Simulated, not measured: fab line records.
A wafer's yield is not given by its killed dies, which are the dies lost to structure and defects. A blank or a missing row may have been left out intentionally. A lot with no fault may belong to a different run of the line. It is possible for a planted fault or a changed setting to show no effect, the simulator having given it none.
Which of the tools did it? + flow n5-finfet + Sampling: 24 lots, 72 wafers, 5 of 1938 route steps

## WHAT THE GAUGES SHOWED, per wafer
N5_FIN_CUT_CD_MEAS_08: the cd target is 29.1 nm.
| lot  | measured    | on        | cd-nm (nm)        |
|------|-------------|-----------|-------------------|
| L074 | day 2 02:43 | cd-sem-03 | 29.37 28.77 28.87 |
| L075 | day 2 10:40 | cd-sem-01 | 29.64 29.19 29.40 |
| L076 | day 2 14:04 | cd-sem-01 | 29.07 28.90 29.13 |
| L077 | day 2 21:03 | cd-sem-03 | 29.26 28.87 29.02 |
| L078 | day 3 03:33 | cd-sem-03 | 29.28 29.22 28.87 |
| L079 | day 3 12:08 | cd-sem-03 | 29.26 28.93 28.94 |
| L080 | day 3 16:11 | cd-sem-01 | 29.51 29.13 29.30 |
| L081 | day 3 20:47 | cd-sem-03 | 29.29 29.28 29.04 |
| L082 | day 4 02:51 | cd-sem-02 | 28.95 28.91 29.13 |
| L083 | day 4 08:43 | cd-sem-01 | 29.47 28.83 29.20 |
| L084 | day 4 14:41 | cd-sem-02 | 28.82 28.67 29.19 |
| L085 | day 4 21:51 | cd-sem-01 | 29.00 29.22 28.97 |
| L086 | day 5 03:58 | cd-sem-01 | 29.47 29.47 29.16 |
| L087 | day 5 10:19 | cd-sem-01 | 28.85 29.59 28.90 |
| L088 | day 5 15:38 | cd-sem-02 | 28.31 28.84 28.39 |
| L089 | day 5 20:22 | cd-sem-03 | 28.78 29.01 29.21 |
| L090 | day 6 05:29 | cd-sem-01 | 29.11 28.93 29.44 |
| L091 | day 6 10:28 | cd-sem-01 | 29.24 29.01 29.19 |
| L092 | day 6 16:35 | cd-sem-02 | 29.49 28.91 28.96 |
| L093 | day 7 02:48 | cd-sem-01 | 29.19 29.33 29.48 |
| L094 | day 7 04:00 | cd-sem-03 | 28.99 29.13 29.29 |
| L095 | day 7 08:42 | cd-sem-02 | 29.00 28.84 28.80 |
| L096 | day 7 17:35 | cd-sem-01 | 29.27 29.17 28.96 |
| L097 | day 7 19:54 | cd-sem-03 | 29.46 28.99 28.98 |

## EACH LOT AND THE TOOL THAT RAN IT (in order: tool; ch and the chambers of the sampled wafers; start)
| lot  | N5_FIN_SAQP_PECVD_48           | N5_FIN_SAQP_STRIP_55              | N5_FIN_SAQP_RECESS_75             | N5_FIN_SAQP_MANDREL1_REMOVE_56  |
|------|--------------------------------|-----------------------------------|-----------------------------------|---------------------------------|
| L074 | pecvd-03 ch 0,1, day 1 21:22   | rie-diel-06 ch 0,2,3, day 1 22:25 | vapor-etch-02 ch 0,1, day 1 22:45 | rie-si-04 ch 1,3, day 1 23:57   |
| L075 | pecvd-01 ch 0,1,2, day 2 05:01 | rie-diel-06 ch 0,1,2, day 2 05:58 | vapor-etch-02 ch 0,1, day 2 06:19 | rie-si-04 ch 0,1,2, day 2 07:40 |
| L076 | pecvd-04 ch 0,1,2, day 2 08:43 | rie-diel-03 ch 0,2, day 2 09:57   | vapor-etch-01 ch 0,1, day 2 10:17 | rie-si-04 ch 1,2, day 2 11:28   |
| L077 | pecvd-01 ch 1,2, day 2 15:26   | rie-diel-03 ch 0,1,3, day 2 16:37 | vapor-etch-01 ch 0,1, day 2 16:56 | rie-si-04 ch 0,1,2, day 2 18:08 |
| L078 | pecvd-04 ch 0,2, day 2 21:50   | rie-diel-01 ch 1,2, day 2 23:07   | vapor-etch-01 ch 0,1, day 2 23:40 | rie-si-04 ch 1,2,3, day 3 00:51 |
| L079 | pecvd-03 ch 0,1,2, day 3 05:08 | rie-diel-06 ch 0,1,3, day 3 06:13 | vapor-etch-01 ch 0,1, day 3 06:32 | rie-si-04 ch 0,1,2, day 3 09:08 |
| L080 | pecvd-01 ch 1,2, day 3 10:08   | rie-diel-03 ch 1,2,3, day 3 11:45 | vapor-etch-01 ch 1, day 3 12:05   | rie-si-04 ch 1,2, day 3 13:16   |
| L081 | pecvd-04 ch 0,1, day 3 15:11   | rie-diel-06 ch 0,1, day 3 16:32   | vapor-etch-02 ch 0,1, day 3 16:52 | rie-si-04 ch 0,1,2, day 3 18:03 |
| L082 | pecvd-03 ch 2, day 3 20:45     | rie-diel-03 ch 1,2,3, day 3 21:46 | vapor-etch-02 ch 0, day 3 22:07   | rie-si-04 ch 1,2,3, day 3 23:20 |
| L083 | pecvd-04 ch 0,2, day 4 03:07   | rie-diel-06 ch 0,1, day 4 04:38   | vapor-etch-01 ch 0,1, day 4 04:57 | rie-si-06 ch 0,3, day 4 06:10   |
| L084 | pecvd-04 ch 1,2, day 4 09:31   | rie-diel-06 ch 0,3, day 4 10:31   | vapor-etch-02 ch 0, day 4 10:50   | rie-si-01 ch 0,1,3, day 4 12:03 |
| L085 | pecvd-04 ch 1,2, day 4 14:53   | rie-diel-03 ch 0,2,3, day 4 15:59 | vapor-etch-02 ch 0,1, day 4 16:26 | rie-si-06 ch 0,1, day 4 18:20   |
| L086 | pecvd-04 ch 0,2, day 4 21:17   | rie-diel-01 ch 0,1,3, day 4 22:17 | vapor-etch-01 ch 0,1, day 4 22:57 | rie-si-04 ch 1,2,3, day 5 01:02 |
| L087 | pecvd-03 ch 0,1,2, day 5 02:34 | rie-diel-03 ch 1,2,3, day 5 03:45 | vapor-etch-01 ch 0,1, day 5 04:05 | rie-si-06 ch 1,3, day 5 07:06   |
| L088 | pecvd-03 ch 0,2, day 5 09:48   | rie-diel-06 ch 0,2,3, day 5 10:54 | vapor-etch-02 ch 0,1, day 5 11:13 | rie-si-04 ch 0,1,2, day 5 12:43 |
| L089 | pecvd-04 ch 0,2, day 5 15:21   | rie-diel-06 ch 0,2,3, day 5 16:19 | vapor-etch-02 ch 0,1, day 5 16:38 | rie-si-06 ch 0,3, day 5 17:50   |
| L090 | pecvd-03 ch 1,2, day 5 22:17   | rie-diel-06 ch 0,1,3, day 6 00:39 | vapor-etch-02 ch 0,1, day 6 00:59 | rie-si-06 ch 2,3, day 6 02:40   |
| L091 | pecvd-01 ch 0,1,2, day 6 05:11 | rie-diel-06 ch 2,3, day 6 06:08   | vapor-etch-02 ch 0,1, day 6 06:35 | rie-si-06 ch 1,2, day 6 07:39   |
| L092 | pecvd-04 ch 0,1,2, day 6 11:05 | rie-diel-01 ch 1,2,3, day 6 12:13 | vapor-etch-01 ch 0,1, day 6 12:40 | rie-si-04 ch 3, day 6 13:49     |
| L093 | pecvd-01 ch 1,2, day 6 21:39   | rie-diel-03 ch 1,2, day 6 22:44   | vapor-etch-01 ch 0,1, day 6 23:10 | rie-si-01 ch 0,1,2, day 7 00:14 |
| L094 | pecvd-04 ch 0,1,2, day 6 22:38 | rie-diel-03 ch 1,2, day 6 23:57   | vapor-etch-01 ch 0,1, day 7 00:16 | rie-si-04 ch 1,3, day 7 01:28   |
| L095 | pecvd-01 ch 0,1, day 7 03:37   | rie-diel-01 ch 1,2,3, day 7 04:38 | vapor-etch-01 ch 0,1, day 7 04:58 | rie-si-06 ch 1,2,3, day 7 06:09 |
| L096 | pecvd-01 ch 1,2, day 7 09:44   | rie-diel-06 ch 0,1,2, day 7 11:24 | vapor-etch-01 ch 0,1, day 7 13:10 | rie-si-06 ch 0,1,2, day 7 14:33 |
| L097 | pecvd-04 ch 0,1,2, day 7 14:38 | rie-diel-03 ch 0,1,3, day 7 15:44 | vapor-etch-02 ch 0,1, day 7 16:03 | rie-si-06 ch 0,1,2, day 7 17:14 |
- N5_FIN_SAQP_PECVD_48: deposits SiNx from SiH4/NH3/N2, target thk 25 nm, time 22.1 s.
- N5_FIN_SAQP_STRIP_55: strips in N2/H2.
- N5_FIN_SAQP_RECESS_75: chemistry HF/NH3, target SiO2, target depth 14.4 nm, afs cycles 3, sublimation time 60 s.
- N5_FIN_SAQP_MANDREL1_REMOVE_56: chemistry HBr/Cl2/O2, target a-Si, stops on SiNx, bt time 10 s.

## WHAT THE TOOLS THEMSELVES READ (means of the sampled wafers that have a number; where no wafer has one, the mark that the record gives instead)
N5_FIN_SAQP_PECVD_48.
| lot  | tool     | chamber-pressure-Torr (Torr) | heater-power-w (W) | showerhead-plenum-p-Torr (Torr) | throttle-valve-pct (%) |
|------|----------|------------------------------|--------------------|---------------------------------|------------------------|
| L074 | pecvd-03 | 1.502                        | 679                | 5.10                            | 39.8                   |
| L075 | pecvd-01 | 1.500                        | 716                | 5.12                            | 41.4                   |
| L076 | pecvd-04 | 1.501                        | 813                | 5.11                            | 39.0                   |
| L077 | pecvd-01 | 1.501                        | 754                | 5.12                            | 44.3                   |
| L078 | pecvd-04 | 1.502                        | 814                | 5.12                            | 40.2                   |
| L079 | pecvd-03 | 1.501                        | 725                | 5.12                            | 39.2                   |
| L080 | pecvd-01 | 1.504                        | 716                | 5.19                            | 41.8                   |
| L081 | pecvd-04 | 1.498                        | 800                | 5.12                            | 41.1                   |
| L082 | pecvd-03 | 1.500                        | 617                | 5.18                            | 36.9                   |
| L083 | pecvd-04 | 1.502                        | 770                | 5.12                            | 40.1                   |
| L084 | pecvd-04 | 1.502                        | 723                | 5.10                            | 37.1                   |
| L085 | pecvd-04 | 1.504                        | 738                | 5.11                            | 37.1                   |
| L086 | pecvd-04 | 1.498                        | 735                | 5.10                            | 38.3                   |
| L087 | pecvd-03 | 1.497                        | 692                | 5.13                            | 39.1                   |
| L088 | pecvd-03 | 1.499                        | 664                | 5.15                            | 38.7                   |
| L089 | pecvd-04 | 1.498                        | 730                | 5.10                            | 38.2                   |
| L090 | pecvd-03 | 1.500                        | 592                | 5.17                            | 37.6                   |
| L091 | pecvd-01 | 1.499                        | 736                | 5.13                            | 41.6                   |
| L092 | pecvd-04 | 1.503                        | 788                | 5.12                            | 39.2                   |
| L093 | pecvd-01 | 1.499                        | 767                | 5.19                            | 42.0                   |
| L094 | pecvd-04 | 1.499                        | 755                | 5.11                            | 39.1                   |
| L095 | pecvd-01 | 1.499                        | 797                | 5.05                            | 41.4                   |
| L096 | pecvd-01 | 1.501                        | 763                | 5.13                            | 44.5                   |
| L097 | pecvd-04 | 1.500                        | 793                | 5.11                            | 39.2                   |

N5_FIN_SAQP_STRIP_55.
| lot  | tool        | drypump-motor-current-A (A) | h2-flow-sccm (sccm) | oes-product-au (a.u.) | rf-vpp-V (V) | showerhead-plenum-p-Torr (Torr) | throttle-valve-pct (%) |
|------|-------------|-----------------------------|---------------------|-----------------------|--------------|---------------------------------|------------------------|
| L074 | rie-diel-06 | 5.8                         | 300.1               | 0.73                  | 122.1        | 3.34                            | 19.0                   |
| L075 | rie-diel-06 | 6.2                         | 300.4               | 0.75                  | 122.1        | 3.44                            | 18.9                   |
| L076 | rie-diel-03 | 5.1                         | 298.4               | 0.74                  | 121.8        | 3.44                            | 19.1                   |
| L077 | rie-diel-03 | 5.5                         | 300.8               | 0.77                  | 122.4        | 3.40                            | 18.7                   |
| L078 | rie-diel-01 | 5.6                         | 300.2               | 0.77                  | 121.7        | 3.31                            | 18.4                   |
| L079 | rie-diel-06 | 5.9                         | 300.3               | 0.74                  | 121.4        | 3.38                            | 18.8                   |
| L080 | rie-diel-03 | 5.5                         | 299.6               | 0.83                  | 121.5        | 3.40                            | 19.0                   |
| L081 | rie-diel-06 | 6.1                         | 300.3               | 0.74                  | 122.3        | 3.48                            | 18.8                   |
| L082 | rie-diel-03 | 5.5                         | 300.5               | 0.83                  | 121.8        | 3.39                            | 19.0                   |
| L083 | rie-diel-06 | 6.0                         | 299.6               | 0.73                  | 120.9        | 3.47                            | 18.8                   |
| L084 | rie-diel-06 | 5.6                         | 299.0               | 0.72                  | 120.9        | 3.37                            | 18.9                   |
| L085 | rie-diel-03 | 5.4                         | 300.7               | 0.91                  | 121.1        | 3.37                            | 18.9                   |
| L086 | rie-diel-01 | 6.2                         | 300.9               | 0.73                  | 121.0        | 3.38                            | 18.6                   |
| L087 | rie-diel-03 | 5.5                         | 300.2               | 0.81                  | 121.9        | 3.39                            | 19.0                   |
| L088 | rie-diel-06 | 5.8                         | 300.4               | 0.71                  | 121.8        | 3.32                            | 19.1                   |
| L089 | rie-diel-06 | 5.8                         | 299.7               | 0.71                  | 122.9        | 3.32                            | 19.1                   |
| L090 | rie-diel-06 | 5.9                         | 300.1               | 0.72                  | 123.4        | 3.37                            | 18.8                   |
| L091 | rie-diel-06 | 5.7                         | 299.4               | 0.69                  | 122.1        | 3.22                            | 19.1                   |
| L092 | rie-diel-01 | 5.9                         | 299.7               | 0.74                  | 123.3        | 3.40                            | 18.7                   |
| L093 | rie-diel-03 | 5.2                         | 300.3               | 0.81                  | 122.7        | 3.44                            | 19.5                   |
| L094 | rie-diel-03 | 5.2                         | 301.6               | 0.80                  | 121.1        | 3.44                            | 19.5                   |
| L095 | rie-diel-01 | 5.9                         | 300.7               | 0.74                  | 121.0        | 3.39                            | 18.7                   |
| L096 | rie-diel-06 | 6.2                         | 299.8               | 0.70                  | 120.7        | 3.42                            | 19.0                   |
| L097 | rie-diel-03 | 5.6                         | 300.3               | 0.81                  | 122.9        | 3.38                            | 18.7                   |

N5_FIN_SAQP_RECESS_75.
| lot  | tool          | drypump-motor-current-A (A) |
|------|---------------|-----------------------------|
| L074 | vapor-etch-02 | 6.0                         |
| L075 | vapor-etch-02 | 6.0                         |
| L076 | vapor-etch-01 | 5.8                         |
| L077 | vapor-etch-01 | 5.8                         |
| L078 | vapor-etch-01 | 5.8                         |
| L079 | vapor-etch-01 | 5.5                         |
| L080 | vapor-etch-01 | 6.2                         |
| L081 | vapor-etch-02 | 6.0                         |
| L082 | vapor-etch-02 | 6.3                         |
| L083 | vapor-etch-01 | 5.9                         |
| L084 | vapor-etch-02 | 6.2                         |
| L085 | vapor-etch-02 | 5.8                         |
| L086 | vapor-etch-01 | 5.8                         |
| L087 | vapor-etch-01 | 5.4                         |
| L088 | vapor-etch-02 | 6.0                         |
| L089 | vapor-etch-02 | 5.8                         |
| L090 | vapor-etch-02 | 6.0                         |
| L091 | vapor-etch-02 | 6.0                         |
| L092 | vapor-etch-01 | 5.8                         |
| L093 | vapor-etch-01 | 5.4                         |
| L094 | vapor-etch-01 | 5.8                         |
| L095 | vapor-etch-01 | 5.4                         |
| L096 | vapor-etch-01 | 5.5                         |
| L097 | vapor-etch-02 | 6.0                         |

N5_FIN_SAQP_MANDREL1_REMOVE_56.
| lot  | tool      | drypump-motor-current-A (A) | oes-product-au (a.u.) | throttle-valve-pct (%) |
|------|-----------|-----------------------------|-----------------------|------------------------|
| L074 | rie-si-04 | 6.2                         | 0.993                 | 36.72                  |
| L075 | rie-si-04 | 5.9                         | 1.001                 | 36.72                  |
| L076 | rie-si-04 | 6.1                         | 0.994                 | 36.57                  |
| L077 | rie-si-04 | 5.9                         | 0.994                 | 36.70                  |
| L078 | rie-si-04 | 5.9                         | 0.992                 | 36.69                  |
| L079 | rie-si-04 | 5.9                         | 0.994                 | 36.71                  |
| L080 | rie-si-04 | 6.1                         | 0.975                 | 36.57                  |
| L081 | rie-si-04 | 5.9                         | 0.990                 | 36.71                  |
| L082 | rie-si-04 | 5.9                         | 1.001                 | 36.68                  |
| L083 | rie-si-06 | 5.9                         | 0.978                 | 36.52                  |
| L084 | rie-si-01 | 5.8                         | 1.011                 | 36.80                  |
| L085 | rie-si-06 | 6.2                         | 0.975                 | 36.45                  |
| L086 | rie-si-04 | 5.9                         | 0.994                 | 36.69                  |
| L087 | rie-si-06 | 6.3                         | 1.019                 | 36.72                  |
| L088 | rie-si-04 | 5.9                         | 0.997                 | 36.71                  |
| L089 | rie-si-06 | 5.9                         | 0.973                 | 36.52                  |
| L090 | rie-si-06 | 5.6                         | 1.006                 | 36.72                  |
| L091 | rie-si-06 | 6.2                         | 1.008                 | 36.58                  |
| L092 | rie-si-04 | 5.8                         | 1.003                 | 36.95                  |
| L093 | rie-si-01 | 5.5                         | 1.006                 | 36.61                  |
| L094 | rie-si-04 | 6.2                         | 0.999                 | 36.73                  |
| L095 | rie-si-06 | 5.9                         | 1.008                 | 36.64                  |
| L096 | rie-si-06 | 6.0                         | 0.989                 | 36.49                  |
| L097 | rie-si-06 | 6.1                         | 0.987                 | 36.50                  |

## THE ANSWER, worked out from the rows above alone
Rule: usual is defined by the lots themselves. The widest of any qualifying gaps counts: lots, ordered by their means at a reading, are off when they make up no more than a third of the lots, leave a main group of 4 or more, and stand apart from it by 3 or more times the standard deviation of that group's means. The tables above print the reading to a certain number of digits; a main group whose means all agree to those digits is not used. Also off: a lot with no number at a reading for which 4 or more lots have one. The other lots that the step has rows for count as sound. Order of review: gauges by route order, followed by the tools' own readings, for which a lot's mean as printed above is used. At the first step where some lot is off, the reading lying furthest off is the one used; lots without a number count as furthest.
No lot is off on any of the readings shown, so nothing can be concluded from this.

## WHAT WAS PUT IN BY THE SIMULATOR
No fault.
